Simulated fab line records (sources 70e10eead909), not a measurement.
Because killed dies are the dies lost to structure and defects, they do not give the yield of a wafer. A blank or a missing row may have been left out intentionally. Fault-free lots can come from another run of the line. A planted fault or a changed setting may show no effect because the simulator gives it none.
The tool behind it: which one? | flow nand-harc | Sampling: 13 lots, 39 wafers, 5 of 1159 route steps

== WHAT EACH GAUGE READ, for each wafer ==
NHARC_THIN_TSV_THK_MEAS_02: measures by ir.
lot  | measured     | on            | thk-nm (nm)
L853 | day 19 01:28 | film-metro-01 | 3407 3298 3178
L852 | day 19 02:41 | film-metro-02 | 2835 2726 2760
L857 | day 19 05:07 | film-metro-02 | 3017 3112 3435
L856 | day 19 09:28 | film-metro-01 | 3226 2989 3386
L858 | day 19 20:41 | film-metro-02 | 2719 3252 3172
L860 | day 19 21:53 | film-metro-01 | 2789 2707 2638
L859 | day 20 10:00 | film-metro-01 | 3038 3352 3300
L861 | day 20 18:20 | film-metro-02 | 3025 3166 3079
L863 | day 21 09:45 | film-metro-02 | 3512 3213 3631
L865 | day 21 10:56 | film-metro-01 | 2583 2627 2992
L868 | day 22 17:31 | film-metro-02 | 2880 2867
L873 | day 23 23:16 | film-metro-01 | 3213 3018 3095
L875 | day 24 06:17 | film-metro-02 | 2908 2887 2815

NHARC_END_SORT_01.
lot  | measured     | on        | killed-at-array | killed-at-other | killed-at-periphery | killed-dies | killed-open | killed-short
L868 | day 23 10:20 | prober-02 | 29 37 483       | 0 0 2           | 2 2 1               | 31 39 486   | 5 7 2       | 0 0 1

== TOOL THAT RAN EACH LOT (tool first, then ch and the chambers of the sampled wafers, then the start) ==
lot  | NHARC_A_CHANNEL_HOLE_D1_ETCH_34    | NHARC_A_M1_DEP_33               | NHARC_A_BONDPAD_CMP_29
L853 | rie-diel-03 ch 0,1,2, day 8 13:53  | pecvd-02 ch 0,1,2, day 18 02:50 | cmp-04 ch 0,1,3, day 18 03:47
L852 | rie-diel-02 ch 2,3, day 8 14:53    | pecvd-03 ch 0,1,2, day 18 03:52 | cmp-04 ch 1,2,3, day 18 04:49
L857 | rie-diel-12 ch 0,1,2, day 9 02:56  | pecvd-03 ch 0,1, day 18 09:59   | cmp-04 ch 1,2,3, day 18 11:01
L856 | rie-diel-03 ch 0,1,3, day 9 03:09  | pecvd-02 ch 1,2, day 18 14:04   | cmp-01 ch 1,2,3, day 18 15:03
L858 | rie-diel-12 ch 1,2,3, day 9 20:25  | pecvd-01 ch 0,1,2, day 19 04:13 | cmp-01 ch 1,2,3, day 19 05:14
L860 | rie-diel-03 ch 0,1,3, day 9 20:59  | pecvd-01 ch 0,1,2, day 19 05:36 | cmp-04 ch 0,3, day 19 06:36
L859 | rie-diel-02 ch 1,3, day 9 22:19    | pecvd-02 ch 0,1, day 19 17:53   | cmp-04 ch 1,2,3, day 19 18:50
L861 | rie-diel-02 ch 0,3, day 10 16:34   | pecvd-02 ch 0,2, day 20 00:50   | cmp-01 ch 1,2,3, day 20 01:46
L863 | rie-diel-12 ch 0,1, day 11 14:02   | pecvd-03 ch 0,1, day 20 16:31   | cmp-04 ch 0,1,2, day 20 17:35
L865 | rie-diel-03 ch 0,1,2, day 11 15:09 | pecvd-02 ch 0,2, day 20 17:22   | cmp-04 ch 0,1,3, day 20 18:19
L868 | rie-diel-12 ch 0,1,3, day 12 11:53 | pecvd-01 ch 0,2, day 21 23:41   | cmp-01 ch 0,3, day 22 00:39
L873 | rie-diel-02 ch 1,3, day 13 11:50   | pecvd-03 ch 0,2, day 23 04:03   | cmp-01 ch 0,2,3, day 23 05:02
L875 | rie-diel-02 ch 1,2, day 14 04:50   | pecvd-01 ch 0,1, day 23 13:05   | cmp-03 ch 0,3, day 23 14:04
- NHARC_A_CHANNEL_HOLE_D1_ETCH_34: etches the open film in CF4/CHF3, target depth 154 nm, time 77 s.
- NHARC_A_M1_DEP_33: deposits SiCN, target thk 30 nm.
- NHARC_A_BONDPAD_CMP_29: polishes SiCN, target thk 200 nm.

== WHAT THE TOOLS THEMSELVES READ (means of the sampled wafers that have a number; where no wafer has one, the mark that the record gives instead) ==
NHARC_A_CHANNEL_HOLE_D1_ETCH_34.
lot  | tool        | chamber-pressure-mTorr (mTorr) | drypump-motor-current-A (A) | oes-product-au (a.u.) | rf-vpp-V (V) | showerhead-plenum-p-Torr (Torr) | throttle-valve-pct (%)
L853 | rie-diel-03 | 25.016                         | 5.6                         | 0.948                 | 372.3        | 1.64                            | 16.805
L852 | rie-diel-02 | 25.020                         | 5.1                         | 0.982                 | 369.2        | 1.54                            | 16.808
L857 | rie-diel-12 | 25.002                         | 5.4                         | 0.951                 | 371.1        | 1.60                            | 16.810
L856 | rie-diel-03 | 24.979                         | 5.6                         | 0.927                 | 373.4        | 1.65                            | 16.805
L858 | rie-diel-12 | 25.006                         | 5.3                         | 0.979                 | 371.7        | 1.60                            | 16.800
L860 | rie-diel-03 | 24.999                         | 5.6                         | 0.929                 | 373.3        | 1.65                            | 16.806
L859 | rie-diel-02 | 25.018                         | 5.2                         | 0.958                 | 369.6        | 1.55                            | 16.804
L861 | rie-diel-02 | 25.035                         | 5.1                         | 0.979                 | 371.1        | 1.58                            | 16.805
L863 | rie-diel-12 | 25.002                         | 5.8                         | 0.966                 | 369.8        | 1.55                            | 16.796
L865 | rie-diel-03 | 24.999                         | 5.6                         | 0.973                 | 373.2        | 1.64                            | 16.800
L868 | rie-diel-12 | 24.997                         | 5.6                         | 0.949                 | 370.3        | 1.55                            | 16.801
L873 | rie-diel-02 | 25.019                         | 5.7                         | 0.928                 | 370.2        | 1.55                            | 16.802
L875 | rie-diel-02 | 25.004                         | 5.9                         | 0.933                 | 369.4        | 1.54                            | 16.806

NHARC_A_M1_DEP_33.
lot  | tool     | heater-power-w (W) | showerhead-vpp-V (V)
L853 | pecvd-02 | 559                | 1243
L852 | pecvd-03 | 576                | 1244
L857 | pecvd-03 | 547                | 1237
L856 | pecvd-02 | 601                | 1256
L858 | pecvd-01 | 565                | 1324
L860 | pecvd-01 | 597                | 1325
L859 | pecvd-02 | 477                | 1242
L861 | pecvd-02 | 520                | 1223
L863 | pecvd-03 | 585                | 1225
L865 | pecvd-02 | 519                | 1204
L868 | pecvd-01 | 550                | 1274
L873 | pecvd-03 | 604                | 1292
L875 | pecvd-01 | 613                | 1393

NHARC_A_BONDPAD_CMP_29.
lot  | tool   | motor-current-A (A)
L853 | cmp-04 | 12.6
L852 | cmp-04 | 11.5
L857 | cmp-04 | 11.5
L856 | cmp-01 | 11.9
L858 | cmp-01 | 12.0
L860 | cmp-04 | 12.2
L859 | cmp-04 | 11.6
L861 | cmp-01 | 12.0
L863 | cmp-04 | 12.5
L865 | cmp-04 | 11.8
L868 | cmp-01 | 12.3
L873 | cmp-01 | 12.1
L875 | cmp-03 | 12.0

== THE ANSWER, worked out from the rows above alone ==
Rule: the usual values come from the lots themselves. The widest of any qualifying gaps counts: lots, ordered by their means at a reading, are off when they make up no more than a third of the lots, leave a main group of 4 or more, and stand apart from it by 3 or more times the standard deviation of that group's means. The tables above print the reading to a certain number of digits; a main group whose means all agree to those digits is not used. A lot without any number at a reading at which 4 lots or more have one is off too. The other lots that the step has rows for count as sound. The gauges are gone through in route order, then the tools' own readings, and for those a lot's mean is taken as printed above. At the first step where some lot is off, the reading lying furthest off is the one used; lots without a number count as furthest.
Nothing can be told from this: no lot is off at any reading shown.

== WHAT THE SIMULATOR HAD INSERTED ==
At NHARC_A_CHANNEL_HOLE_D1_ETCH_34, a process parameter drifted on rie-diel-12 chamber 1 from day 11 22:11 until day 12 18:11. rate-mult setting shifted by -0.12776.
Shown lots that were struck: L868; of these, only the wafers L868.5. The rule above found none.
